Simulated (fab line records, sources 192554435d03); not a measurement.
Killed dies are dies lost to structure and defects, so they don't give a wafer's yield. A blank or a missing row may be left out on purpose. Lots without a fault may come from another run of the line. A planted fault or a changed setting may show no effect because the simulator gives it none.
Chamber matching | flow n5_finfet | N5_BEOL_M1_STRIP_36 on rie_diel-02: 4 sister chambers
The step strips in N2/H2. 4 wafers are shown with their chamber, then 10 later ones without.

WAFERS WITH THEIR CHAMBER
wafer  | chamber | drypump_motor_current_A (A)
L082.2 | 2       | 5.8
L085.6 | 3       | 5.0
L091.2 | 0       | 5.9
L091.4 | 1       | 5.9

WAFERS WITHOUT THEIR CHAMBER
wafer  | drypump_motor_current_A (A)
L091.6 | 5.1
L092.2 | 6.0
L092.5 | 5.9
L092.6 | 6.0
L095.1 | 6.0
L095.5 | 5.8
L095.6 | 5.1
L097.1 | 5.1
L097.4 | 6.0
L097.5 | 5.1

WHICH CHAMBER EACH WENT THROUGH
wafer  | from the rows above          | in truth
L091.6 | 3                            | 3
L092.2 | can't be placed: 0 or 1 or 2 | 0
L092.5 | can't be placed: 0 or 1 or 2 | 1
L092.6 | can't be placed: 0 or 1 or 2 | 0
L095.1 | can't be placed: 0 or 1 or 2 | 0
L095.5 | can't be placed: 2 or 0 or 1 | 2
L095.6 | 3                            | 3
L097.1 | 3                            | 3
L097.4 | can't be placed: 0 or 1 or 2 | 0
L097.5 | 3                            | 3
Placed correctly: 4 of 10. Can't be placed from these rows: 6 (the true chamber is among the candidates in 6). Placed wrongly: 0.
How it was worked out, from the rows above alone: a wafer's distance from a chamber is the root of the sum, over the readings, of the square of ((its reading less the chamber's mean) divided by the reading's scatter). The wafer belongs to the nearest chamber; if the next one is less than 2 further off, it can't be placed. A chamber's mean is the mean of its shown wafers. The scatter: with one shown wafer a chamber, the root of the mean of the squares of how far each hidden wafer lies from its nearest shown one.
